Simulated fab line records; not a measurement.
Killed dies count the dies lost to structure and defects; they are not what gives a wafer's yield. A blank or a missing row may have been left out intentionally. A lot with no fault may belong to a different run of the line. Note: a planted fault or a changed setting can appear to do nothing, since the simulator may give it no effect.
3 desks, one fault    flow n5Finfet    every desk sees just its own numbers, and what lay behind them comes last

## FOR THE TOOL OWNER'S DESK: cmp-03
The tool's own readings at N5_BEOL_M13_CMP_49 (polishes, stops on SiOC, t overpolish 17.1 s, target thk 420 nm): means of the sampled wafers that have a number, for each lot that ran on this tool. The brackets show how far a lot's mean lies from the usual mean; more than 4 standard deviations puts the lot out of limits, marked OUT.
Columns: A = barrierFieldEndpointS at N5_BEOL_M13_CMP_49, usual 30.0 s; B = clearingPlatenDownForcePsi at N5_BEOL_M13_CMP_49, usual 1.5002 psi; C = motorCurrentA at N5_BEOL_M13_CMP_49, usual 5.7 A; D = overpolishRunS at N5_BEOL_M13_CMP_49, usual 17.100 s
lot   first seen here  A               B       C    D
L566  day 11 02:34     29.6            1.5008  5.7  17.106
L569  day 12 18:23     29.9            1.4981  5.5  17.102
L573  day 13 17:47     30.3            1.5006  5.7  17.102
L577  day 14 07:59     49.7 (+18) OUT  1.5018  5.7  6.749 (-99 or more) OUT
L579  day 14 16:02     45.0 (+14) OUT  1.4990  6.1  8.761 (-99 or more) OUT
L581  day 15 02:30     45.1 (+14) OUT  1.5011  5.8  9.778 (-99 or more) OUT
This desk's finding: out of limits on L577, L579, L581; first on L577, day 14 07:59 (barrierFieldEndpointS at N5_BEOL_M13_CMP_49). In limits: L566, L569, L573.

## AT THE METROLOGY DESK
Lot by lot, what the gauges showed, no matter which tool ran the lot: averages of those sampled wafers that carry a number. The brackets show how far a lot's mean lies from the usual mean; more than 4 standard deviations puts the lot out of limits, marked OUT. It has 11 readings, of which 7 appear: the earliest out of limits, and the ones furthest out on some lot.
Columns: A = IOFF_P at N5_BEOL_M4_RC_MEAS_101, usual 0.23 nA/um; B = ION_N at N5_BEOL_M4_RC_MEAS_101, usual 680 uA/um; C = ION_P at N5_BEOL_M4_RC_MEAS_101, usual 466 uA/um; D = SS_N at N5_BEOL_M4_RC_MEAS_101, usual 71.7 mV/dec; E = VT_N at N5_BEOL_M4_RC_MEAS_101, usual 248 mV; F = VT_P at N5_BEOL_M4_RC_MEAS_101, usual -249 mV; G = M13_THK at N5_BEOL_M13_THK_MEAS_50, usual 422 nm
lot   first seen here  A     B    C    D     E    F     G
L566  day 8 01:04      0.30  701  478  72.1  243  -243  434
L569  day 9 11:35      0.23  683  465  72.2  249  -250  414
L573  day 10 14:59     0.24  672  468  71.9  249  -246  418
L577  day 11 07:29     0.21  680  462  71.5  249  -250  699 (+34) OUT
L579  day 11 13:53     0.23  662  464  71.5  252  -248  623 (+25) OUT
L581  day 11 20:49     0.21  677  470  72.0  251  -249  602 (+22) OUT
L585  day 13 03:29     0.25  692  466  72.7  247  -250  414
L586  day 13 10:34     0.21  676  465  71.2  251  -252  419
L587  day 13 11:31     0.29  694  480  72.2  242  -242  438
This desk's finding: out of limits on L577, L579, L581; first on L577, day 14 08:14 (M13_THK at N5_BEOL_M13_THK_MEAS_50). In limits: L566, L569, L573, L585, L586, L587.

## THE DEFECT DESK
Inspection counts along the route, by lot: the mean over sampled wafers that carry a number. The brackets show how far a lot's mean lies from the usual mean; more than 4 standard deviations puts the lot out of limits, marked OUT.
Columns: A = rawDefectCount at N5_BEOL_M13_INSPECT_55, usual 70
lot   first seen here  A
L566  day 11 03:01     76
L569  day 12 18:48     67
L573  day 13 18:10     126
L577  day 14 08:23     2113 (+85) OUT
L579  day 14 16:20     1582 (+63) OUT
L581  day 15 02:52     1566 (+62) OUT
L585  day 16 06:11     76
L586  day 16 12:59     62
L587  day 16 15:17     66
This desk's finding: out of limits on L577, L579, L581; first on L577, day 14 08:23 (rawDefectCount at N5_BEOL_M13_INSPECT_55). In limits: L566, L569, L573, L585, L586, L587.

## TAKEN TOGETHER
An alarm could have come from the tool owner's desk at day 14 07:59, on L577, L579, L581.
Metrology desk: alarm possible at day 14 08:14 on L577, L579, L581.
The defect desk could have raised an alarm at day 14 08:23, on L577, L579, L581.
Of the lots named, all ran N5_BEOL_M13_CMP_49 on cmp-03.

## WHAT THE SIMULATOR HAD INSERTED
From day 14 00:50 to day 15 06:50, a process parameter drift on cmp-03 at N5_BEOL_M13_CMP_49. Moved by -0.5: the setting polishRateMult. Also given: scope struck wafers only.
Struck lots among those shown: L577, L579, L581.
Hours from the fault's start to each desk's first reading out of limits: the tool owner's desk, 7; the metrology desk, 7; the defect desk, 8.
